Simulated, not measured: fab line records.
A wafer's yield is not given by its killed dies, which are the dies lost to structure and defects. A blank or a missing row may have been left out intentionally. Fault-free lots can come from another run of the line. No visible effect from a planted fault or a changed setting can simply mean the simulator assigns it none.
Struck lot and sound lot, side by side :: flow n5_finfet :: 15 out of 1938 route steps
Sound: these wafers, L478.1, L478.3, L478.5. Struck: wafer L481.5 (left out: L481.3, L481.4 of the same lot, which were not struck); the cause appears at the end.
Each step with rows lists, per side, the tool, then ch with its chambers, then its first start. Under that, the readings that differ: sound wafers :: struck wafers :: difference of the means :: sigmas: that difference in standard deviations of wafers without a fault.
alike: readings with means less than 2 such deviations apart, plus words and numbers identical on both sides. not compared: withheld readings, readings lacking a value on some wafer, bounds such as >300 that could conceal the same value, and numbers that have no deviation in the record and whose values overlap.
The two part at a step that has a row with sigmas, a row that says differs or no value, or rows on one side only. When numbers do not overlap yet have no deviation, they are printed without sigmas and do not part them. A reading missing from all wafers of one side parts the sides only when that side holds two or more wafers.

first, 6 steps without rows for these wafers: N5_BEOL_M0_SAQP_COAT_34 (resist thk 30 nm); N5_BEOL_M0_SAQP_EBR_36; N5_BEOL_M0_SAQP_SOFTBAKE_35 (time 60 s); N5_BEOL_M0_SAQP_EXPOSE_37 (exposes mask M0 CUT1, target cd 30 nm); N5_BEOL_M0_SAQP_PEB_38 (peb time 60 s); N5_BEOL_M0_SAQP_DEVELOP_39 (develop time 30 s).
N5_BEOL_M0_SAQP_CD_MEAS_40: the cd target is 30 nm.
  sound on cd_sem-01 ch 0, day 8 16:30; struck on cd_sem-02 ch 0, day 9 10:49
reading: cd_nm (nm)
sound: 30.22 29.69 30.04
struck: 30.56
difference: +0.58
sigmas: +3
N5_BEOL_M0_SAQP_OVL_MEAS_41:
  sound on overlay-02 ch 0, day 8 16:32; struck on overlay-02 ch 0, day 9 10:51
  alike: M0_CUT1_OVL
N5_BEOL_M0_SAQP_INSPECT_42: inspects for defects (brightfield).
  struck on defect_inspect-02, day 9 10:53; sound on defect_inspect-02, day 8 16:35
  alike: raw_defect_count
N5_BEOL_M0_SAQP_DESCUM_45: chemistry O2, time 7 s.
  sound on rie_diel-01 ch 0,1,2, day 8 17:13; struck on rie_diel-01 ch 1, day 9 10:58
  alike: drypump_motor_current_A, oes_product_au, rf_fwd_power_W, rf_vpp_V, showerhead_plenum_p_Torr, throttle_valve_pct
  not compared: rf_hours_counter_h
N5_BEOL_M0_SAQP_ETCH_88: etches underlayer in N2/H2, target depth 6.5 nm, time 5.2 s.
  sound on rie_diel-01 ch 0,1,2, day 8 17:16; struck on rie_diel-01 ch 1, day 9 11:00
  alike: drypump_motor_current_A, etch_rf_on_time_s, oes_product_au, rf_fwd_power_W, rf_vpp_V, showerhead_plenum_p_Torr, throttle_valve_pct
  not compared: rf_hours_counter_h
N5_BEOL_M0_SAQP_ETCH_73: etches SiARC in CF4, target depth 19.5 nm, time 32.5 s.
  sound on rie_diel-01 ch 0,1,2, day 8 17:16; struck on rie_diel-01 ch 1, day 9 11:01
  alike: drypump_motor_current_A, etch_rf_on_time_s, oes_product_au, rf_fwd_power_W, rf_vpp_V, showerhead_plenum_p_Torr, throttle_valve_pct
  not compared: rf_hours_counter_h
N5_BEOL_M0_SAQP_CUT_ETCH_46: etches SOC in N2/H2, target depth 135 nm, overetch 27 nm, time 202.5 s.
  sound on rie_diel-01 ch 0,1,2, day 8 17:18; struck on rie_diel-01 ch 1, day 9 11:03
reading: model.SiARC_of_BEOL_M0_SAQP_COAT_72.thk_nm (nm)
sound: 5 4.8 4.8
struck: 5.8
difference: +0.9
sigmas: 
  alike: drypump_motor_current_A, rf_fwd_power_W, rf_vpp_V, showerhead_plenum_p_Torr, throttle_valve_pct
  not compared: rf_hours_counter_h
then, 1 step without rows for these wafers: N5_BEOL_M0_SAQP_STRIP_74 (strips in N2/H2).
-- record jumps: 5 days separate the struck wafers' starts on either side; left off in module BEOL_M0_SAQP, taken up again in module BEOL_M4, whose first shown step is the route's number 1111 --
N5_BEOL_M4_RC_MEAS_101:
  sound on prober-02 ch 0, day 12 23:48; struck on prober-01 ch 0, day 14 05:32
reading: VT_N (mV)
sound: 246.6 243.6 245.6
struck: 250.7
difference: +5.4
sigmas: +2
  alike: DIBL_N, DIBL_P, IOFF_N, IOFF_P, ION_N, ION_P, SS_N, SS_P, VT_P

## WHERE THEY PART
First at N5_BEOL_M0_SAQP_CD_MEAS_40; last, within this record, at N5_BEOL_M4_RC_MEAS_101.

WHY: what had been put in by the simulator
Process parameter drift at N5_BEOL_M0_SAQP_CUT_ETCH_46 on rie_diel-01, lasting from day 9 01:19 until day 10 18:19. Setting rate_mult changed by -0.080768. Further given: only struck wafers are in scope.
